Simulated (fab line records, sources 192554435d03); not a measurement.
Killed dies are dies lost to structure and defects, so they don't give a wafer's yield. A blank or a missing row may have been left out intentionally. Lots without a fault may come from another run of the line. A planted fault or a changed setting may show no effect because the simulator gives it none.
Split-lot experiment + flow n5Finfet + 21 wafers read across 7 lots, on a route 1938 steps long

## ABOUT THE SPLIT
At N5_SD_EPI_N_PEB_07 (peb time 60 s), the setting pebTimeS was moved away from the recipe's 60 s on 9 of the 21 wafers read, by -13.2% to +15.4%. All remaining wafers had this setting at the recipe value.

## SPLIT TO READING: what lies between them in the file, 1 step
- N5_SD_EPI_N_DEVELOP_08: develop time 30 s

## THE READING
At N5_SD_EPI_N_CD_MEAS_09: cdNm in nanometres, against a target cd of 120 nm. A value of 119.6 nm with a standard deviation of 0.82 nm is what fault-free wafers of this fab line usually give.

| wafer  | tool, chamber at the split | pebTimeS as run, s | against the recipe | cdNm, nm | against lot-mates on the recipe |
|--------|----------------------------|--------------------|--------------------|----------|---------------------------------|
| L074.3 | lithoTrack-04, 0           | 63.66              | +6.1%              | 120.9    | +1.3                            |
| L074.4 | lithoTrack-04, 0           | 60                 | recipe             | 119.9    | -                               |
| L074.6 | lithoTrack-04, 0           | 60                 | recipe             | 119.2    | -                               |
| L076.2 | lithoTrack-05, 0           | 67.46              | +12.4%             | 123.3    | +3.2                            |
| L076.3 | lithoTrack-05, 0           | 67.46              | +12.4%             | 123.0    | +2.9                            |
| L076.6 | lithoTrack-05, 0           | 60                 | recipe             | 120.1    | -                               |
| L077.2 | lithoTrack-04, 0           | 56.41              | -6.0%              | 116.8    | -2.8                            |
| L077.3 | lithoTrack-04, 0           | 56.41              | -6.0%              | 116.5    | -3.1                            |
| L077.4 | lithoTrack-04, 0           | 60                 | recipe             | 119.6    | -                               |
| L078.1 | lithoTrack-03, 0           | 69.22              | +15.4%             | 125.3    | +5.1                            |
| L078.2 | lithoTrack-03, 0           | 60                 | recipe             | 120.2    | -                               |
| L078.5 | lithoTrack-03, 0           | 69.22              | +15.4%             | 124.5    | +4.3                            |
| L079.1 | lithoTrack-04, 0           | 60                 | recipe             | 119.1    | -                               |
| L079.3 | lithoTrack-04, 0           | 52.11              | -13.2%             | 113.6    | -5.5                            |
| L079.5 | lithoTrack-04, 0           | 52.11              | -13.2%             | 114.7    | -4.4                            |
| L096.1 | lithoTrack-04, 0           | 60                 | recipe             | 118.8    | -                               |
| L096.3 | lithoTrack-04, 0           | 60                 | recipe             | 119.2    | -                               |
| L096.6 | lithoTrack-04, 0           | 60                 | recipe             | 119.0    | -                               |
| L097.1 | lithoTrack-03, 0           | 60                 | recipe             | 120.7    | -                               |
| L097.2 | lithoTrack-03, 0           | 60                 | recipe             | 120.2    | -                               |
| L097.6 | lithoTrack-03, 0           | 60                 | recipe             | 121.0    | -                               |

THE FIT
A straight line over all 21 wafers: cdNm changes by +0.358 nm for each +1% of pebTimeS; r = +0.97; the points scatter about the line by 0.75 nm.
The same after taking each lot's own level away (the mean of its wafers on the recipe; 21 wafers): +0.325 nm for each +1%; r = +0.98; scatter 0.52 nm.
On that fit, the largest move of pebTimeS shifts the reading by 5 nm.
From 119.00 to 120.63 nm: that is the span of the lots' own levels, equal to 2.0 times the standard deviation above.
So the slope is not independent of the lot-to-lot level: the two fits are not the same.
Check: +4.56 nm against its lot-mates is what the line predicts for one of the wafers moved furthest among these (+15.4%) when that wafer is left out of the fit. Against them it came out at +5.1 nm.

## OTHER SPLITS ON THESE WAFERS
Note: prior to the reading, these wafers also went through further splits. Each is held against what the fit with the lots' levels taken away leaves over:
| other split on the same wafers | wafers away from the commonest value | r with cdNm (lot level and that fit taken away) |
|--------------------------------|--------------------------------------|-------------------------------------------------|
| N5_DUMMY_GATE_PECVD_30 timeS   | 3                                    | -0.03                                           |

## THE WHOLE CHAIN: every reading that the file lists as answering this split, in the file's order
| step                    | what it does                                                | reading                                                        | change (the file's fit)               | r (the file's) |
|-------------------------|-------------------------------------------------------------|----------------------------------------------------------------|---------------------------------------|----------------|
| N5_SD_EPI_N_CD_MEAS_09  | target cd 120 nm                                            | cdNm                                                           | +0.317 nm for each +1% of the setting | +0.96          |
| N5_SD_EPI_N_DESCUM_14   | chemistry O2, time 7.9 s                                    | SD_EPI_N.cdNm (the simulator's own value, which no gauge read) | +0.314 nm for each +1% of the setting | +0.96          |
| N5_SD_EPI_N_ETCH_34     | etches SiARC in CF4, target depth 45.5 nm, time 75.8 s      | SD_EPI_N.cdNm (the simulator's own value, which no gauge read) | +0.315 nm for each +1% of the setting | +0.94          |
| N5_SD_EPI_N_ETCH_35     | etches SOC in N2/H2, overetch 108 nm, time 486 s            | SD_EPI_N.cdNm (the simulator's own value, which no gauge read) | +0.388 nm for each +1% of the setting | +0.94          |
| N5_SD_EPI_N_ETCHBACK_44 | etches SiNx in CH3F/O2, stops on SiO2, target depth 14.5 nm | SD_EPI_N.cdNm (the simulator's own value, which no gauge read) | +0.383 nm for each +1% of the setting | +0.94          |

## THE FILE'S OWN FIT
cdNm changes by +0.317 nm for each +1% of pebTimeS, r = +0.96.
